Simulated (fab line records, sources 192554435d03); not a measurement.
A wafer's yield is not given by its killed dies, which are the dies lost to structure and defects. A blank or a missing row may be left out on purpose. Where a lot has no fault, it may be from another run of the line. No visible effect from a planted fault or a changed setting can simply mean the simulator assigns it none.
Matching of chambers ; flow n5-finfet ; N5_FIN_SAQP_ETCH_34 on rie-diel-02 has 4 sister chambers
The step etches SiO2 in C4F6/O2, target depth 45 nm, time 15 s. 4 wafers are shown with their chamber, then 9 later ones without.

== WAFERS, EACH WITH ITS CHAMBER ==
wafer;chamber;drypump-motor-current-A (A)
L078.6;2;5.0
L087.3;3;4.9
L087.5;0;5.6
L087.6;1;5.4

== WAFERS MISSING THEIR CHAMBER ==
wafer;drypump-motor-current-A (A)
L092.1;5.6
L092.3;5.0
L092.6;5.0
L094.1;5.0
L094.2;4.9
L094.3;5.3
L096.1;4.9
L096.3;5.0
L096.5;5.4

== EACH ONE'S CHAMBER ==
wafer;from the rows above;in truth
L092.1;0;0
L092.3;2;2
L092.6;2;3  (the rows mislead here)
L094.1;2;2
L094.2;3;3
L094.3;1;1
L096.1;3;3
L096.3;2;2
L096.5;1;1
Placed correctly: 8 of 9. From these rows, 0 cannot be placed. 1 placed wrongly.
How it was worked out, from the rows above alone: a wafer's distance from a chamber is the root of the sum, over the readings, of the square of ((its reading less the chamber's mean) divided by the reading's scatter). The wafer belongs to the nearest chamber; if the next one is less than 2 further off, it can't be placed. Each chamber's mean is taken over the wafers shown for it. The scatter: root of mean squared gap, hidden wafer to nearest shown wafer, with one shown wafer a chamber.
